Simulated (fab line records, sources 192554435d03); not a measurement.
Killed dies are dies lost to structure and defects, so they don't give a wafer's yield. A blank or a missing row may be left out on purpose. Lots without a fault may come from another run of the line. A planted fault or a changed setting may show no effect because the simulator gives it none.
Split-lot experiment | flow n5_finfet | 7 lots, 21 wafers read, on a route of 1938 steps

THE SPLIT
At N5_PASSIVATION_VIA_ETCH_13 (etches SiO2 in CHF3/O2, target depth 660 nm, time 330 s), the setting bias_w was moved away from the recipe's 170 W on 8 of the 21 wafers read, by -15.9% to -5.7%. The other wafers ran this setting at the recipe's value.

The reading is taken at the split's own step.

THE READING
rf_vpp_V, in V, at N5_PASSIVATION_VIA_ETCH_13 (etches SiO2 in CHF3/O2, target depth 660 nm, time 330 s). Fault-free wafers of this fab line usually give 530 V, standard deviation 17 V.

wafer  | tool, chamber at the split | bias_w as run, W | against the recipe | rf_vpp_V, V | against lot-mates on the recipe
L074.2 | rie_diel-01, 1             | 153.2            | -9.9%              | 482         | -36
L074.4 | rie_diel-01, 0             | 170              | recipe             | 518         | -
L074.6 | rie_diel-01, 2             | 153.2            | -9.9%              | 491         | -27
L075.1 | rie_diel-02, 0             | 170              | recipe             | 512         | -
L075.4 | rie_diel-02, 1             | 152              | -10.6%             | 465         | -47
L075.5 | rie_diel-02, 3             | 152              | -10.6%             | 508         | -4
L078.1 | rie_diel-03, 1             | 170              | recipe             | 540         | -
L078.3 | rie_diel-03, 0             | 142.9            | -15.9%             | 464         | -76
L078.6 | rie_diel-03, 2             | 142.9            | -15.9%             | 465         | -75
L090.4 | rie_diel-03, 2             | 170              | recipe             | 534         | -
L090.5 | rie_diel-03, 1             | 170              | recipe             | 539         | -
L090.6 | rie_diel-03, 0             | 160.3            | -5.7%              | 510         | -26
L089.1 | rie_diel-02, 3             | 170              | recipe             | 556         | -
L089.3 | rie_diel-02, 1             | 170              | recipe             | 509         | -
L089.4 | rie_diel-02, 2             | 170              | recipe             | 538         | -
L091.2 | rie_diel-01, 2             | 170              | recipe             | 535         | -
L091.3 | rie_diel-01, 1             | 170              | recipe             | 523         | -
L091.4 | rie_diel-01, 1             | 150.2            | -11.6%             | 474         | -55
L096.1 | rie_diel-03, 2             | 170              | recipe             | 536         | -
L096.3 | rie_diel-03, 0             | 170              | recipe             | 533         | -
L096.5 | rie_diel-03, 1             | 170              | recipe             | 539         | -

THE FIT
A straight line over all 21 wafers: rf_vpp_V changes by +4.37 V for each +1% of bias_w; r = +0.90; the points scatter about the line by 13 V.
The same after taking each lot's own level away (the mean of its wafers on the recipe; 21 wafers): +4.05 V for each +1%; r = +0.88; scatter 13 V.
On that fit, the largest move of bias_w shifts the reading by 65 V.
The lots' own levels span 512.0 to 540.0 V, that is 1.6 times the standard deviation above.
So the lot-to-lot level changes the slope little: the two slopes agree.
Check: with one of the wafers moved furthest among these (-15.9%) left out of the fit, the line predicts -59.9 V for it against its lot-mates. It came out at -76 V against them.
Tool readings at the split's step, against how far the setting was moved: rf_vpp_V r = +0.90.

OTHER SPLITS ON THESE WAFERS
These wafers also went through other splits before the reading. Each is held against what the fit with the lots' levels taken away leaves over:
other split on the same wafers    | wafers away from the commonest value | r with rf_vpp_V (lot level and that fit taken away)
N5_BEOL_M12_PEB_08 peb_time_s     | 6                                    | +0.24
N5_BEOL_M13_COAT_65 spin_rpm      | 8                                    | -0.23
N5_BEOL_M15_TRENCH_ETCH_34 time_s | 8                                    | +0.31
N5_PASSIVATION_EXPOSE_07 dose_mj  | 7                                    | +0.03
N5_PASSIVATION_PEB_08 peb_time_s  | as run: not given for these wafers   | -

THE FILE'S OWN FIT
rf_vpp_V changes by +4.07 V for each +1% of bias_w, r = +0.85.
